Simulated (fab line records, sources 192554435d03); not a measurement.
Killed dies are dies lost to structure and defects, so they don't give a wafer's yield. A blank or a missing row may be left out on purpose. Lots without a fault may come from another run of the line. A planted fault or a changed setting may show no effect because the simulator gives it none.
Chamber matching | flow n5_finfet | N5_BEOL_M6_ETCH_61 on rie_diel-04: 4 sister chambers
The step etches SiARC in CF4, target depth 45.5 nm, time 75.8 s. 14 wafers are shown with their chamber, then 7 later ones without.

WAFERS WITH THEIR CHAMBER
wafer  | chamber | drypump_motor_current_A (A) | showerhead_plenum_p_Torr (Torr) | throttle_valve_pct (%)
L077.3 | 3       | 6.1                         | 2.07                            | 15.41
L077.4 | 3       | 6.2                         | 2.07                            | 15.39
L077.6 | 2       | 5.5                         | 2.21                            | 15.47
L079.2 | 0       | 6.2                         | 2.17                            | 15.30
L079.4 | 2       | 5.5                         | 2.21                            | 15.46
L079.6 | 3       | 6.2                         | 2.07                            | 15.40
L083.1 | 1       | 5.4                         | 2.12                            | 15.65
L083.3 | 3       | 6.2                         | 2.07                            | 15.41
L083.5 | 1       | 5.4                         | 2.12                            | 15.66
L087.1 | 0       | 6.2                         | 2.16                            | 15.32
L087.4 | 2       | 5.5                         | 2.20                            | 15.49
L087.5 | 0       | 6.2                         | 2.16                            | 15.33
L089.2 | 1       | 5.4                         | 2.12                            | 15.67
L089.4 | 1       | 5.4                         | 2.12                            | 15.67

SIGNATURES (means of the wafers above)
reading                  | chamber 0 | chamber 1 | chamber 2 | chamber 3 | scatter within a chamber
drypump_motor_current_A  | 6.200     | 5.400     | 5.500     | 6.175     | 0.0274
showerhead_plenum_p_Torr | 2.1633    | 2.1200    | 2.2067    | 2.0700    | 0.00365
throttle_valve_pct       | 15.3167   | 15.6625   | 15.4733   | 15.4025   | 0.0122
Rule: a wafer's distance from a chamber is the root of the sum, over the readings, of the square of ((its reading less the chamber's mean) divided by the reading's scatter). The wafer belongs to the nearest chamber; if the next one is less than 2 further off, it can't be placed. The scatter: the root of (the sum of the squares of (reading less its chamber's mean) over the shown wafers, divided by (wafers less chambers)).

WAFERS WITHOUT THEIR CHAMBER
wafer  | drypump_motor_current_A (A) | showerhead_plenum_p_Torr (Torr) | throttle_valve_pct (%)
L089.6 | 5.5                         | 2.20                            | 15.51
L092.3 | 5.5                         | 2.20                            | 15.53
L092.4 | 6.1                         | 2.06                            | 15.44
L092.5 | 5.4                         | 2.12                            | 15.67
L094.1 | 6.2                         | 2.06                            | 15.48
L094.2 | 5.5                         | 2.20                            | 15.54
L094.4 | 5.5                         | 2.20                            | 15.53

WHICH CHAMBER EACH WENT THROUGH
wafer  | from the rows above | in truth
L089.6 | 2                   | 2
L092.3 | 2                   | 2
L092.4 | 3                   | 3
L092.5 | 1                   | 1
L094.1 | 3                   | 3
L094.2 | 2                   | 2
L094.4 | 2                   | 2
Placed correctly: 7 of 7. Can't be placed from these rows: 0. Placed wrongly: 0.
